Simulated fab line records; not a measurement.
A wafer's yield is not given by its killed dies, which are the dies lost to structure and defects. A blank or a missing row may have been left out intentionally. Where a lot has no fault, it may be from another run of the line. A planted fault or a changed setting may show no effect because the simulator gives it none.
Which tool was responsible?    flow n5 finfet    9 lots with 27 wafers sampled at 5 steps, on a route of 1938 steps

== WHAT EACH GAUGE READ, for each wafer ==
N5_MOL_CONTACT_COAG_CD_MEAS_137: the cd target is 16 nm. Usual: cd nm at 15.96 nm, with a standard deviation of 0.3.
lot   measured      on         cd nm (nm)         flag
L219  day 5 03:28   cd sem-01  15.63 15.84 16.01  
L221  day 5 12:32   cd sem-03  16.03 16.59 16.70  
L228  day 7 11:43   cd sem-02  16.56 15.97 16.13  
L229  day 7 13:54   cd sem-03  15.76 15.61 15.48  
L231  day 8 03:11   cd sem-03  15.89 15.97 16.11  
L232  day 8 11:43   cd sem-03  16.14 15.77 15.69  
L235  day 9 03:56   cd sem-02  16.38 16.02 16.16  
L239  day 10 02:14  cd sem-01  15.74 15.97 15.32  
L242  day 11 03:22  cd sem-01  15.93 15.49 16.19  

N5_BEOL_M4_RC_MEAS_101. Usual: DIBL_N 36.4 mV/V, standard deviation 1.4; DIBL_P 36.3 mV/V, standard deviation 1.8; IOFF_N 0.163 nA/um, standard deviation 0.024; IOFF_P 0.21 nA/um, standard deviation 0.034; ION_N 673 uA/um, standard deviation 11; ION_P 461 uA/um, standard deviation 7.4; SS_N 71.6 mV/dec, standard deviation 0.52; SS_P 73.3 mV/dec, standard deviation 0.58; VT_N 249.4 mV, standard deviation 2.5; VT_P -250 mV, standard deviation 3.5.
lot   measured      on         DIBL_N (mV/V)   DIBL_P (mV/V)   IOFF_N (nA/um)     IOFF_P (nA/um)  ION_N (uA/um)  ION_P (uA/um)  SS_N (mV/dec)   SS_P (mV/dec)   VT_N (mV)          VT_P (mV)       flag
L219  day 8 00:08   prober-02  36.6 35.5 36.9  36.5 34.1 37.0  0.169 0.153 0.187  0.20 0.18 0.21  686 669 699    462 451 465    70.9 70.7 71.5  72.7 72.3 73.4  248.1 248.6 246.2  -253 -252 -252  
L221  day 8 07:10   prober-01  37.2 37.2 37.5  38.0 37.4 38.2  0.170 0.169 0.181  0.25 0.24 0.24  663 668 666    456 462 459    71.9 71.2 71.9  73.8 73.4 73.8  245.9 249.0 246.9  -246 -248 -248  
L228  day 10 09:15  prober-01  36.0 34.4 35.0  35.9 34.8 34.5  0.159 0.137 0.145  0.20 0.18 0.18  652 651 659    450 451 446    72.2 70.9 71.7  73.1 72.5 73.3  250.4 252.9 254.1  -250 -254 -253  
L229  day 10 02:36  prober-02  37.4 37.1 35.2  37.7 37.6 35.3  0.189 0.195 0.146  0.24 0.24 0.20  675 708 686    464 472 470    71.9 71.1 71.2  73.2 73.7 73.1  245.7 246.1 252.9  -250 -247 -251  
L231  day 10 23:44  prober-01  35.9 38.3 35.1  36.1 39.3 35.2  0.165 0.228 0.151  0.21 0.28 0.20  677 700 670    465 470 458    71.0 71.9 71.2  73.2 74.8 73.3  247.3 245.2 249.2  -251 -246 -251  
L232  day 11 15:20  prober-01  35.8 35.5 37.7  37.2 36.3 37.8  0.162 0.154 0.188  0.23 0.21 0.27  688 684 680    474 465 469    70.9 71.5 71.4  72.8 72.7 73.5  247.3 248.5 244.9  -246 -248 -244  
L235  day 11 21:12  prober-02  37.7 35.0 35.7  35.9 33.7 33.7  0.174 0.124 0.138  0.21 0.17 0.17  663 661 653    451 455 448    72.5 71.4 71.8  73.4 73.3 72.7  252.2 254.1 252.6  -249 -250 -256  
L239  day 12 22:25  prober-01  39.8 38.6 38.2  39.1 37.8 37.4  0.201 0.186 0.171  0.26 0.25 0.23  667 684 666    458 467 463    71.8 71.5 71.7  74.0 73.6 73.3  250.8 249.1 248.9  -245 -245 -247  
L242  day 13 18:05  prober-01  37.4 40.3 36.6  35.5 38.7 33.9  0.158 0.217 0.146  0.23 0.30 0.22  674 691 656    466 465 458    71.0 72.4 71.6  73.2 73.9 72.1  249.3 245.3 254.2  -247 -242 -247  

== WHICH TOOL RAN EACH LOT (tool, then ch and the chambers of the sampled wafers, then the start) ==
lot   N5_MOL_CONTACT_COAG_ETCH_65         N5_MOL_CONTACT_COAG_ETCH_66         N5_MOL_CONTACT_COAG_STRIP_49
L219  rie diel-04 ch 1,2,3, day 5 04:04   rie diel-04 ch 1,2,3, day 5 04:05   plasma asher-02 ch 0,1, day 5 04:43
L221  rie diel-04 ch 2,3, day 5 13:10     rie diel-04 ch 2,3, day 5 13:11     plasma asher-01 ch 0,1, day 5 13:48
L228  rie diel-04 ch 0,2, day 7 12:12     rie diel-04 ch 0,2, day 7 12:13     plasma asher-02 ch 0,1, day 7 12:52
L229  rie diel-04 ch 0,2,3, day 7 14:30   rie diel-04 ch 0,2,3, day 7 14:31   plasma asher-02 ch 0,1, day 7 15:11
L231  rie diel-06 ch 1,2,3, day 8 04:11   rie diel-06 ch 1,2,3, day 8 04:12   plasma asher-02 ch 0, day 8 04:50
L232  rie diel-06 ch 0,2,3, day 8 12:29   rie diel-06 ch 0,2,3, day 8 12:31   plasma asher-02 ch 0, day 8 13:08
L235  rie diel-03 ch 0,2,3, day 9 04:24   rie diel-03 ch 0,2,3, day 9 04:25   plasma asher-01 ch 0,1, day 9 05:06
L239  rie diel-03 ch 0,3, day 10 02:51    rie diel-03 ch 0,3, day 10 02:52    plasma asher-01 ch 0,1, day 10 03:29
L242  rie diel-04 ch 0,1,2, day 11 03:58  rie diel-04 ch 0,1,2, day 11 03:59  plasma asher-02 ch 0,1, day 11 04:36
- N5_MOL_CONTACT_COAG_ETCH_65: etches underlayer in N2/H2, target depth 13 nm, time 10.4 s.
- N5_MOL_CONTACT_COAG_ETCH_66: etches SiARC in CF4, target depth 13 nm, time 21.7 s.
- N5_MOL_CONTACT_COAG_STRIP_49: strips in N2/H2, time 30 s.

== AS READ BY THE TOOLS THEMSELVES (means over the sampled wafers that have a number; for cases with no such wafer, the mark the record gives instead) ==
N5_MOL_CONTACT_COAG_ETCH_65. Usual: drypump motor current A 5.6 A, standard deviation 0.34; etch rf on time s 10.40 s, standard deviation 0.23; oes product au 0.70 a.u., standard deviation 0.076; rf vpp V 525.0 V, standard deviation 2.3; showerhead plenum p Torr 2.59 Torr, standard deviation 0.08; throttle valve pct 17.8 %, standard deviation 0.34.
lot   tool         drypump motor current A (A)  etch rf on time s (s)  oes product au (a.u.)  rf vpp V (V)  showerhead plenum p Torr (Torr)  throttle valve pct (%)  flag
L219  rie diel-04  5.6                          10.25                  0.73                   526.6         2.60                             17.5                    
L221  rie diel-04  5.6                          10.14                  0.79                   525.3         2.60                             17.3                    
L228  rie diel-04  5.6                          8.28                   0.85                   527.7         2.63                             17.6                    OFF
L229  rie diel-04  5.5                          9.16                   0.81                   526.0         2.63                             17.6                    OFF
L231  rie diel-06  5.6                          10.40                  0.65                   522.9         2.51                             18.1                    
L232  rie diel-06  5.7                          10.46                  0.64                   524.4         2.54                             18.0                    
L235  rie diel-03  5.5                          10.43                  0.77                   525.0         2.60                             17.8                    
L239  rie diel-03  5.2                          10.50                  0.75                   523.0         2.52                             17.9                    
L242  rie diel-04  5.6                          10.28                  0.72                   525.2         2.62                             17.8                    

N5_MOL_CONTACT_COAG_ETCH_66. Usual: drypump motor current A 5.5 A, standard deviation 0.34; etch rf on time s 21.7 s, standard deviation 0.47; oes product au 0.70 a.u., standard deviation 0.075; rf vpp V 184.4 V, standard deviation 1; showerhead plenum p Torr 2.18 Torr, standard deviation 0.061; throttle valve pct 15.56 %, standard deviation 0.3.
lot   tool         drypump motor current A (A)  etch rf on time s (s)  oes product au (a.u.)  rf vpp V (V)  showerhead plenum p Torr (Torr)  throttle valve pct (%)  flag
L219  rie diel-04  5.6                          21.3                   0.73                   184.2         2.19                             15.30                   
L221  rie diel-04  5.6                          21.3                   0.79                   184.8         2.18                             15.06                   
L228  rie diel-04  5.6                          21.2                   0.74                   185.1         2.20                             15.32                   
L229  rie diel-04  5.5                          21.2                   0.75                   185.1         2.20                             15.32                   
L231  rie diel-06  5.6                          21.7                   0.65                   183.6         2.12                             15.82                   
L232  rie diel-06  5.7                          21.9                   0.64                   184.6         2.15                             15.71                   
L235  rie diel-03  5.5                          21.7                   0.77                   184.7         2.19                             15.52                   
L239  rie diel-03  5.3                          21.9                   0.76                   183.7         2.12                             15.65                   
L242  rie diel-04  5.6                          21.3                   0.72                   185.2         2.20                             15.46                   

N5_MOL_CONTACT_COAG_STRIP_49. Usual: drypump motor current A 5.7 A, standard deviation 0.61; heater power w 346 W, standard deviation 29.
lot   tool             drypump motor current A (A)  heater power w (W)  flag
L219  plasma asher-02  5.4                          347                 
L221  plasma asher-01  6.4                          329                 
L228  plasma asher-02  5.2                          368                 
L229  plasma asher-02  5.2                          370                 
L231  plasma asher-02  5.7                          326                 
L232  plasma asher-02  5.7                          322                 
L235  plasma asher-01  6.4                          332                 
L239  plasma asher-01  6.4                          333                 
L242  plasma asher-02  5.2                          365                 

== THE ANSWER, worked out from the rows above alone ==
Rule: a lot is off if the mean of its wafers that have a number lies more than 3 standard deviations from the usual mean. Also off: a lot with no number at a reading for which 4 or more lots have one. Where the step has rows for the other lots, those lots are counted as sound. First the gauges in route order, then the tools' own readings, where a lot's mean is used as printed above. The first step at which some lot is off is used, and at that step the reading that is off furthest; a lot without a number counts as furthest.
Off: L228, L229, at N5_MOL_CONTACT_COAG_ETCH_65 (etch rf on time s).
A tool fits if, at that step or a process step before it, it ran every lot that is off, and no sound lot after the first of them. No candidate that was tried fits.

== WHAT HAD BEEN PUT IN BY THE SIMULATOR ==
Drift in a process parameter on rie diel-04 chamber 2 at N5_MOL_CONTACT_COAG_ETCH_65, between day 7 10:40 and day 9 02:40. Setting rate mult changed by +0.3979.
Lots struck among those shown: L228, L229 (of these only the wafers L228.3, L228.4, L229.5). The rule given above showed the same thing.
